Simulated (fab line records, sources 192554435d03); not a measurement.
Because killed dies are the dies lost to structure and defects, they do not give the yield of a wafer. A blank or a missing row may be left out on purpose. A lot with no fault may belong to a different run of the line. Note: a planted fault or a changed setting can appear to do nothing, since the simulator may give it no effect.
fab line records ; flow n5Finfet
record: lots: 6; wafers: 18; lastDay: 18
route steps=1938 shown PASSIVATION@1898
lots that met no fault: from a run of the same line without faults
startH: start of the lot's first displayed wafer, in hours after the record's first day ; waitH: time in hours since the lot's previous step ; " same as the row above ; L1.1+2: a row that stands for several wafers ; - no value, or no start was given ; * or withheld: withheld ; < > ~ a bound
route shown NAME@n: NAME is a module with steps in the file, n the number in the route of the first one ; usual: mean/standard deviation of fault-free wafers ; same: alike in all rows ; chamber/n: place in a boat ; sites: each site's reading ; _std_site: the values' standard deviation ; _edge_site: the outer-site mean with the inner-site mean subtracted ; radiusMm: for every site, how far away it sits from the centre of the wafer ; mask NAME#n: copy n ; behind: the last tool/chamber to shape the wafer ; hold: why the lot was held/for how many hours/how that ended ; device: whichever transistor did not switch (one of n, p or np) ; end of line: tests of these same wafers at the route's end ; for a step that has no rows: nothing shown but its recipe ; killed: count of dies lost to structure and defects at first sort (not the wafer's yield) ; map: a wafer's dies, marking killed ones x, the rest . and places with no die _
set.NAME: setting as actually run; set.NAME@STEP: the setting as run at that earlier step ; model.NAME: the simulator's own value behind a step, which no gauge read
lots at selected steps of the route; one table per step, one row per wafer
services: the hour from which a tool's chamber was out of use, counted from the record's first day as startH (under 0 if before that day), plus the number of hours and why
== steps ==
step: N5_PASSIVATION_COAT_24
recipe: spinRpm: 3000; resistThkNm: withheld
step: N5_PASSIVATION_EBR_26
recipe: solvent: PGMEA; ebrWidthMm: 1.5
step: N5_PASSIVATION_SOFTBAKE_25
recipe: tempC: 100; timeS: 90
step: N5_PASSIVATION_EXPOSE_27
recipe: maskId: PAD; na: 0.55; sourceShape: conventional; sigmaOuter: 0.8; polarization: unpolarized; defocusNm: 0; doseMj: 32.3
step: N5_PASSIVATION_PEB_28
recipe: pebTempC: withheld; pebTimeS: *
step: N5_PASSIVATION_DEVELOP_29
recipe: developTimeS: 60; rinseLiquid: diw; dry: airSpin; devTempC: 21
step: N5_PASSIVATION_HARDBAKE_31
recipe: tempC: 130; timeS: 120
step: N5_PASSIVATION_CD_MEAS_30
recipe: targetCdNm: 4000; landingEnergyEv: 500; detector: seInlens; polarity: opening
usual: cdNm: 4001.4/2
lot.wafer;tool;chamber;startH;waitH;cdNm
L404.1;cdSem-03;0;296.91;-;4000.7
L404.3;cdSem-03;0;296.91;-;3998.8
L404.5;cdSem-03;0;296.91;-;4001.8
L409.2;cdSem-01;0;322.72;-;4002.1
L409.4;cdSem-01;0;322.72;-;4003.6
L409.5;cdSem-01;0;322.72;-;4003.0
L420.1;cdSem-01;0;389.13;-;4004.9
L420.2;cdSem-01;0;389.13;-;4003.7
L420.4;cdSem-01;0;389.13;-;4004.3
L422.3;cdSem-03;0;411.18;-;4001.8
L422.5;cdSem-03;0;411.18;-;4004.1
L422.6;cdSem-03;0;411.18;-;3999.6
L424.1;cdSem-02;0;423.48;-;4002.8
L424.5;cdSem-02;0;423.48;-;4003.2
L424.6;cdSem-02;0;423.48;-;3997.8
L426.1;cdSem-01;0;427.56;-;4001.1
L426.3;cdSem-01;0;427.56;-;3998.7
L426.6;cdSem-01;0;427.56;-;4000.5
step: N5_PASSIVATION_OVL_MEAS_63
recipe: pointsPerWafer: 44
usual: PAD_OVL: -5/5.8
lot.wafer;tool;chamber;startH;waitH;PAD_OVL[nm]
L404.1;overlay-02;0;296.95;0.0;0
L404.3;overlay-02;0;296.95;0.0;-3
L404.5;overlay-02;0;296.95;0.0;1
L409.2;overlay-02;0;322.75;0.0;-1
L409.4;overlay-02;0;322.75;0.0;-8
L409.5;overlay-02;0;322.75;0.0;-5
L420.1;overlay-01;0;389.16;0.0;-8
L420.2;overlay-01;0;389.16;0.0;-4
L420.4;overlay-01;0;389.16;0.0;-4
L422.3;overlay-02;0;411.21;0.0;-11
L422.5;overlay-02;0;411.21;0.0;-8
L422.6;overlay-02;0;411.21;0.0;-9
L424.1;overlay-01;0;423.51;0.0;-4
L424.5;overlay-01;0;423.51;0.0;1
L424.6;overlay-01;0;423.51;0.0;-5
L426.1;overlay-01;0;427.59;0.0;-10
L426.3;overlay-01;0;427.59;0.0;-9
L426.6;overlay-01;0;427.59;0.0;0
step: N5_PASSIVATION_INSPECT_64
recipe: mode: adi; inspectInstrument: macro
usual: rawDefectCount: 1.9/1.3
lot.wafer;tool;chamber;startH;waitH;rawDefectCount
L404.1;defectInspect-02;-;296.98;0.0;2
L404.3;defectInspect-02;-;296.98;0.0;5
L404.5;defectInspect-02;-;296.98;0.0;1
L409.2;defectInspect-01;-;322.77;0.0;3
L409.4;defectInspect-01;-;322.77;0.0;5
L409.5;defectInspect-01;-;322.77;0.0;1
L420.1;defectInspect-01;-;389.18;0.0;2
L420.2;defectInspect-01;-;389.18;0.0;2
L420.4;defectInspect-01;-;389.18;0.0;4
L422.3;defectInspect-02;-;411.23;0.0;1
L422.5;defectInspect-02;-;411.23;0.0;4
L422.6;defectInspect-02;-;411.23;0.0;2
L424.1;defectInspect-02;-;423.53;0.0;1
L424.5;defectInspect-02;-;423.53;0.0;1
L424.6;defectInspect-02;-;423.53;0.0;5
L426.1;defectInspect-02;-;427.61;0.0;2
L426.3;defectInspect-02;-;427.61;0.0;3
L426.6;defectInspect-02;-;427.61;0.0;3
step: N5_PASSIVATION_DESCUM_32
recipe: chemistry: O2; timeS: 7.9; sourcePowerW: 50; biasPowerW: 20; pressureMtorr: 20; rfFrequencyHz: 2.712e+07; tempC: 40; o2FlowSccm: 225
usual: drypumpMotorCurrentA: 5.5/0.52; oesProductAu: 0.76/0.07; rfFwdPowerW: 49.73/0.19; rfVppV: 243.6/1.3; showerheadPlenumPTorr: 2.13/0.062; throttleValvePct: 20.62/0.21
lot.wafer;tool;chamber;startH;waitH;drypumpMotorCurrentA;oesProductAu;rfFwdPowerW;rfHoursCounterH;rfVppV;showerheadPlenumPTorr;throttleValvePct
L404.1;rieDiel-03;3;297.01;0.0;6.3;0.92;49.71;23;244.4;2.25;20.52
L404.3;rieDiel-03;0;297.01;0.0;5.7;0.71;49.78;189;244.4;2.16;20.53
L404.5;rieDiel-03;3;297.01;0.0;6.3;0.92;49.86;-;245.6;2.25;20.52
L409.2;rieDiel-03;1;322.81;0.0;5.3;0.75;49.78;166;244.3;2.10;20.58
L409.4;rieDiel-03;0;322.81;0.0;5.7;0.71;49.88;197;244.2;2.16;20.53
L409.5;rieDiel-03;3;322.81;0.0;6.3;0.92;49.95;-;245.8;2.24;20.52
L420.1;rieDiel-01;1;389.27;0.1;5.3;0.78;50.22;118;245.0;2.12;20.61
L420.2;rieDiel-01;0;389.27;0.1;6.4;0.75;49.75;164;242.7;2.08;20.26
L420.4;rieDiel-01;0;389.27;0.1;6.3;0.76;49.84;-;242.9;2.08;20.24
L422.3;rieDiel-05;2;411.27;0.0;5.6;0.78;49.98;137;244.7;2.18;20.51
L422.5;rieDiel-05;0;411.27;0.0;6.1;0.76;49.57;-;241.9;2.02;20.89
L422.6;rieDiel-05;3;411.27;0.0;4.6;0.76;49.57;-;243.2;2.19;20.65
L424.1;rieDiel-01;0;423.57;0.0;6.4;0.73;49.71;179;243.7;2.07;20.30
L424.5;rieDiel-01;1;423.57;0.0;5.2;0.77;49.98;-;242.2;2.11;20.63
L424.6;rieDiel-01;2;423.57;0.0;4.9;0.98;49.68;-;244.5;2.16;20.60
L426.1;rieDiel-03;1;427.65;0.0;5.2;0.73;49.76;198;243.1;2.09;20.63
L426.3;rieDiel-03;2;427.65;0.0;5.3;0.69;49.65;210;241.8;2.09;21.04
L426.6;rieDiel-03;2;427.65;0.0;5.3;0.69;49.55;-;241.6;2.09;21.04
step: N5_PASSIVATION_AL_ETCH_33
recipe: chemistry: Cl2/BCl3; targetDepthA: 28000; overEtchFrac: 0.15; Cl2_flow_sccm: 180; bcl3FlowSccm: 60; target: Al; stopOn: TaN; timeS: 466.7; ionEnergyEv: 100; pressureMtorr: 10; icpW: 900; biasW: 100
usual: drypumpMotorCurrentA: 5.8/0.54; oesProductAu: 0.73/0.088; rfFwdPowerW: 897.8/2.7; throttleValvePct: 34.45/0.26
lot.wafer;tool;chamber;startH;waitH;drypumpMotorCurrentA;oesProductAu;rfFwdPowerW;rfHoursCounterH;throttleValvePct
L404.1;rieMetal-02;1;297.10;0.1;5.0;0.64;899.7;81;34.62
L404.3;rieMetal-02;1;297.10;0.1;4.9;0.63;895.2;-;34.61
L404.5;rieMetal-02;1;297.10;0.1;5.0;0.64;901.0;-;34.60
L409.2;rieMetal-02;1;322.89;0.1;4.9;0.63;902.1;83;34.61
L409.4;rieMetal-02;0;322.89;0.1;5.6;0.86;897.9;-;34.21
L409.5;rieMetal-02;0;322.89;0.1;5.6;0.86;899.7;-;34.19
L420.1;rieMetal-02;1;389.35;0.1;5.0;0.62;896.5;89;34.65
L420.2;rieMetal-02;0;389.35;0.1;5.6;0.82;897.0;10;34.24
L420.4;rieMetal-02;0;389.35;0.1;5.6;0.82;898.3;-;34.25
L422.3;rieMetal-02;1;411.49;0.2;5.0;0.63;897.9;-;34.62
L422.5;rieMetal-02;1;411.49;0.2;5.0;0.62;901.8;-;34.67
L422.6;rieMetal-02;0;411.49;0.2;5.6;0.82;897.8;-;34.22
L424.1;rieMetal-03;0;423.65;0.1;6.4;0.86;896.2;2;34.58
L424.5;rieMetal-03;0;423.65;0.1;6.4;0.88;894.5;-;34.56
L424.6;rieMetal-03;1;423.65;0.1;6.4;0.71;892.7;-;34.13
L426.1;rieMetal-03;0;427.73;0.1;6.5;0.87;900.7;2;34.54
L426.3;rieMetal-03;1;427.73;0.1;6.4;0.72;897.3;-;34.08
L426.6;rieMetal-03;1;427.73;0.1;6.4;0.72;895.3;-;34.10
step: N5_PASSIVATION_ETCH_59
recipe: chemistry: Cl2/BCl3; target: TaN; targetDepthA: 650; timeS: 34.9; ionEnergyEv: 100; pressureMtorr: 10; icpW: 900; biasW: 100; Cl2_flow_sccm: 60; bcl3FlowSccm: 30
usual: drypumpMotorCurrentA: 5.8/0.54; oesProductAu: 0.82/0.1; rfFwdPowerW: 892/3.6; throttleValvePct: 21.21/0.23
lot.wafer;tool;chamber;startH;waitH;drypumpMotorCurrentA;oesProductAu;rfFwdPowerW;rfHoursCounterH;throttleValvePct;model.etch.depthNm
L404.1;rieMetal-02;1;297.50;0.3;5.0;0.70;894;81;21.37;64.97
L404.3;rieMetal-02;1;297.50;0.3;5.0;0.70;897;-;21.36;65.1
L404.5;rieMetal-02;1;297.50;0.3;5.0;0.70;899;-;21.38;64.73
L409.2;rieMetal-02;1;323.43;0.4;4.9;0.70;896;83;21.38;64.49
L409.4;rieMetal-02;0;323.43;0.4;5.6;0.97;887;-;20.96;67
L409.5;rieMetal-02;0;323.43;0.4;5.6;0.97;887;-;20.99;66.17
L420.1;rieMetal-02;1;389.75;0.3;5.0;0.95;889;89;20.68;98.67
L420.2;rieMetal-02;0;389.75;0.3;5.6;0.92;889;10;21.02;65.72
L420.4;rieMetal-02;0;389.75;0.3;5.6;0.91;888;-;21.00;65.93
L422.3;rieMetal-02;1;411.79;0.2;4.9;0.95;894;-;20.69;99.41
L422.5;rieMetal-02;1;411.79;0.2;4.9;0.95;896;-;20.70;98.99
L422.6;rieMetal-02;0;411.79;0.2;5.6;0.90;895;-;21.03;65.57
L424.1;rieMetal-03;0;424.06;0.3;6.5;0.99;897;2;21.27;67.16
L424.5;rieMetal-03;0;424.06;0.3;6.5;1.00;894;-;21.28;67.5
L424.6;rieMetal-03;1;424.06;0.3;6.4;0.82;889;-;20.97;68.66
L426.1;rieMetal-03;0;428.13;0.3;6.4;0.98;896;3;21.30;66.91
L426.3;rieMetal-03;1;428.13;0.3;6.4;0.82;893;-;20.97;67.68
L426.6;rieMetal-03;1;428.13;0.3;6.4;0.82;889;-;20.95;68.31
step: N5_PASSIVATION_STRIP_34
recipe: chemistry: O2; powerW: 600; tempC: 60; pressureMtorr: 30; rfFrequencyHz: 6e+07; biasPowerW: 0; overashFraction: 2; o2FlowSccm: 225
usual: drypumpMotorCurrentA: 5.5/0.53; oesProductAu: 0.77/0.079; rfVppV: 3.6/1.4; showerheadPlenumPTorr: 2.13/0.057; throttleValvePct: 16.80/0.21
lot.wafer;tool;chamber;startH;waitH;drypumpMotorCurrentA;oesProductAu;rfHoursCounterH;rfVppV;showerheadPlenumPTorr;throttleValvePct
L404.1;rieDiel-01;1;297.61;0.1;5.2;0.82;85;4.7;2.13;16.73
L404.3;rieDiel-01;0;297.61;0.1;6.4;0.77;134;1.0;2.09;16.50
L404.5;rieDiel-01;0;297.61;0.1;6.4;0.78;-;4.8;2.09;16.45
L409.2;rieDiel-01;0;323.65;0.2;6.3;0.77;141;6.5;2.09;16.50
L409.4;rieDiel-01;2;323.65;0.2;4.9;0.68;227;4.9;2.18;17.14
L409.5;rieDiel-01;2;323.65;0.2;4.9;0.68;-;6.5;2.18;17.17
L420.1;rieDiel-03;0;389.87;0.1;5.7;0.69;222;2.0;2.15;16.79
L420.2;rieDiel-03;2;389.87;0.1;5.3;0.68;196;5.2;2.09;17.16
L420.4;rieDiel-03;3;389.87;0.1;6.3;0.89;58;3.0;2.24;16.72
L422.3;rieDiel-01;1;411.87;0.1;5.2;0.78;130;4.4;2.12;16.87
L422.5;rieDiel-01;1;411.87;0.1;5.2;0.78;-;7.3;2.12;16.83
L422.6;rieDiel-01;0;411.87;0.1;6.4;0.75;-;2.5;2.08;16.58
L424.1;rieDiel-03;0;424.17;0.1;5.7;0.68;234;1.1;2.15;16.84
L424.5;rieDiel-03;3;424.17;0.1;6.4;0.85;-;2.1;2.23;16.80
L424.6;rieDiel-03;0;424.17;0.1;5.6;0.66;-;5.5;2.15;16.81
L426.1;rieDiel-03;2;428.32;0.2;5.3;0.69;211;3.8;2.09;17.21
L426.3;rieDiel-03;1;428.32;0.2;5.3;0.73;198;4.1;2.09;16.90
L426.6;rieDiel-03;2;428.32;0.2;5.3;0.68;-;3.7;2.09;17.14
== services ==
tool;chamber;startH;hours;kind
rieMetal-02;1;320.48;2.3;repair
rieDiel-01;-;322.39;0.2;repair
rieMetal-02;-;325.32;0.7;repair
rieDiel-03;1;336.08;13.1;repair
rieMetal-03;0;371.06;-;clean
rieMetal-03;0;371.06;24.8;scheduledDown
rieMetal-03;0;371.06;24.8;ventCycle
rieDiel-01;3;372.47;-;clean
rieDiel-01;3;372.47;-;consumableReplace:focusRing
rieDiel-01;3;372.47;19.3;scheduledDown
rieDiel-01;3;372.47;19.3;ventCycle
rieMetal-02;-;382.45;0.6;repair
rieMetal-03;-;388.40;0.5;repair
rieDiel-05;3;389.66;9.0;repair
rieDiel-01;2;391.81;-;clean
rieDiel-01;2;391.81;-;consumableReplace:focusRing
rieDiel-01;2;391.81;15.4;scheduledDown
rieDiel-01;2;391.81;15.4;ventCycle
== key ==
firstSign: step: N5_PASSIVATION_ETCH_59; reading: throttleValvePct; direction: down; sigmas: 2.3; usual: *; struck: *
effect none on later readings
modelEffect: step: N5_PASSIVATION_ETCH_59; value: etch.depthNm; without: 64.47; struck: 99.02
metAt N5_PASSIVATION_ETCH_59
struckWafers L420.1,L422.3,L422.5
onsetBetween 323.43 389.75
fault: kind: processParameterDrift; tool: rieMetal-02; chamber: 1; onsetH: 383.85; steps: N5_PASSIVATION_ETCH_59; channel: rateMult; offset: 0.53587; shape: step; endH: 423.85
